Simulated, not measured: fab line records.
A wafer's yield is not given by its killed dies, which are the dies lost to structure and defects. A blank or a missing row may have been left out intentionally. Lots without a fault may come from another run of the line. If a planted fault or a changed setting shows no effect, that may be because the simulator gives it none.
Matching of chambers || flow n5_finfet || N5_BEOL_M13_ETCH_68 on rie_diel-06 has 4 sister chambers
The step etches SOC in N2/H2, time 355 s. 16 wafers are shown with their chamber, then 8 later ones without.

WAFERS, EACH WITH ITS CHAMBER
{"wafer": "L074.3", "chamber": 0, "drypump_motor_current_A (A)": 6.5, "showerhead_plenum_p_Torr (Torr)": 2.61, "throttle_valve_pct (%)": 18.19}
{"wafer": "L074.4", "chamber": 1, "drypump_motor_current_A (A)": 5.2, "showerhead_plenum_p_Torr (Torr)": 2.60, "throttle_valve_pct (%)": 17.53}
{"wafer": "L074.5", "chamber": 1, "drypump_motor_current_A (A)": 5.2, "showerhead_plenum_p_Torr (Torr)": 2.60, "throttle_valve_pct (%)": 17.53}
{"wafer": "L078.1", "chamber": 1, "drypump_motor_current_A (A)": 5.2, "showerhead_plenum_p_Torr (Torr)": 2.59, "throttle_valve_pct (%)": 17.58}
{"wafer": "L078.3", "chamber": 2, "drypump_motor_current_A (A)": 6.4, "showerhead_plenum_p_Torr (Torr)": 2.42, "throttle_valve_pct (%)": 17.95}
{"wafer": "L078.4", "chamber": 3, "drypump_motor_current_A (A)": 5.2, "showerhead_plenum_p_Torr (Torr)": 2.56, "throttle_valve_pct (%)": 18.11}
{"wafer": "L081.1", "chamber": 3, "drypump_motor_current_A (A)": 5.2, "showerhead_plenum_p_Torr (Torr)": 2.56, "throttle_valve_pct (%)": 18.13}
{"wafer": "L081.3", "chamber": 0, "drypump_motor_current_A (A)": 6.5, "showerhead_plenum_p_Torr (Torr)": 2.60, "throttle_valve_pct (%)": 17.82}
{"wafer": "L081.4", "chamber": 2, "drypump_motor_current_A (A)": 6.4, "showerhead_plenum_p_Torr (Torr)": 2.42, "throttle_valve_pct (%)": 17.97}
{"wafer": "L092.2", "chamber": 3, "drypump_motor_current_A (A)": 5.2, "showerhead_plenum_p_Torr (Torr)": 2.56, "throttle_valve_pct (%)": 18.14}
{"wafer": "L092.3", "chamber": 1, "drypump_motor_current_A (A)": 5.2, "showerhead_plenum_p_Torr (Torr)": 2.59, "throttle_valve_pct (%)": 17.59}
{"wafer": "L092.4", "chamber": 2, "drypump_motor_current_A (A)": 6.4, "showerhead_plenum_p_Torr (Torr)": 2.42, "throttle_valve_pct (%)": 17.96}
{"wafer": "L089.2", "chamber": 3, "drypump_motor_current_A (A)": 5.2, "showerhead_plenum_p_Torr (Torr)": 2.56, "throttle_valve_pct (%)": 18.14}
{"wafer": "L089.4", "chamber": 2, "drypump_motor_current_A (A)": 6.4, "showerhead_plenum_p_Torr (Torr)": 2.41, "throttle_valve_pct (%)": 17.98}
{"wafer": "L089.5", "chamber": 2, "drypump_motor_current_A (A)": 6.4, "showerhead_plenum_p_Torr (Torr)": 2.41, "throttle_valve_pct (%)": 17.99}
{"wafer": "L091.1", "chamber": 0, "drypump_motor_current_A (A)": 6.4, "showerhead_plenum_p_Torr (Torr)": 2.59, "throttle_valve_pct (%)": 17.85}

SIGNATURES (averages over the wafers above)
{"reading": "drypump_motor_current_A", "chamber 0": 6.467, "chamber 1": 5.200, "chamber 2": 6.400, "chamber 3": 5.200, "scatter within a chamber": 0.0236}
{"reading": "showerhead_plenum_p_Torr", "chamber 0": 2.6000, "chamber 1": 2.5950, "chamber 2": 2.4160, "chamber 3": 2.5600, "scatter within a chamber": 0.00592}
{"reading": "throttle_valve_pct", "chamber 0": 17.9533, "chamber 1": 17.5575, "chamber 2": 17.9700, "chamber 3": 18.1300, "scatter within a chamber": 0.0862}
Rule: for each reading, subtract the chamber's mean from the wafer's reading, divide by that reading's scatter and square the result; add these up over the readings and take the root, which gives the wafer's distance from the chamber. The wafer belongs to the nearest chamber; if the next one is less than 2 further off, it can't be placed. How the scatter is found: for the shown wafers, subtract from each reading the mean of its chamber, square and add these, divide the total by (wafers less chambers), then take the root.

WAFERS WITHOUT THEIR CHAMBER
{"wafer": "L091.3", "drypump_motor_current_A (A)": 6.4, "showerhead_plenum_p_Torr (Torr)": 2.41, "throttle_valve_pct (%)": 17.99}
{"wafer": "L091.4", "drypump_motor_current_A (A)": 5.2, "showerhead_plenum_p_Torr (Torr)": 2.55, "throttle_valve_pct (%)": 18.14}
{"wafer": "L097.1", "drypump_motor_current_A (A)": 6.5, "showerhead_plenum_p_Torr (Torr)": 2.59, "throttle_valve_pct (%)": 17.87}
{"wafer": "L097.2", "drypump_motor_current_A (A)": 5.2, "showerhead_plenum_p_Torr (Torr)": 2.58, "throttle_valve_pct (%)": 17.61}
{"wafer": "L097.6", "drypump_motor_current_A (A)": 6.5, "showerhead_plenum_p_Torr (Torr)": 2.59, "throttle_valve_pct (%)": 17.88}
{"wafer": "L095.1", "drypump_motor_current_A (A)": 5.2, "showerhead_plenum_p_Torr (Torr)": 2.55, "throttle_valve_pct (%)": 18.18}
{"wafer": "L095.4", "drypump_motor_current_A (A)": 6.4, "showerhead_plenum_p_Torr (Torr)": 2.41, "throttle_valve_pct (%)": 18.00}
{"wafer": "L095.6", "drypump_motor_current_A (A)": 5.2, "showerhead_plenum_p_Torr (Torr)": 2.55, "throttle_valve_pct (%)": 18.17}

WHICH CHAMBER EACH ONE RAN IN
{"wafer": "L091.3", "from the rows above": 2, "in truth": 2}
{"wafer": "L091.4", "from the rows above": 3, "in truth": 3}
{"wafer": "L097.1", "from the rows above": 0, "in truth": 0}
{"wafer": "L097.2", "from the rows above": 1, "in truth": 1}
{"wafer": "L097.6", "from the rows above": 0, "in truth": 0}
{"wafer": "L095.1", "from the rows above": 3, "in truth": 3}
{"wafer": "L095.4", "from the rows above": 2, "in truth": 2}
{"wafer": "L095.6", "from the rows above": 3, "in truth": 3}
8 of 8 placed correctly. Can't be placed from these rows: 0. Wrongly placed: 0.
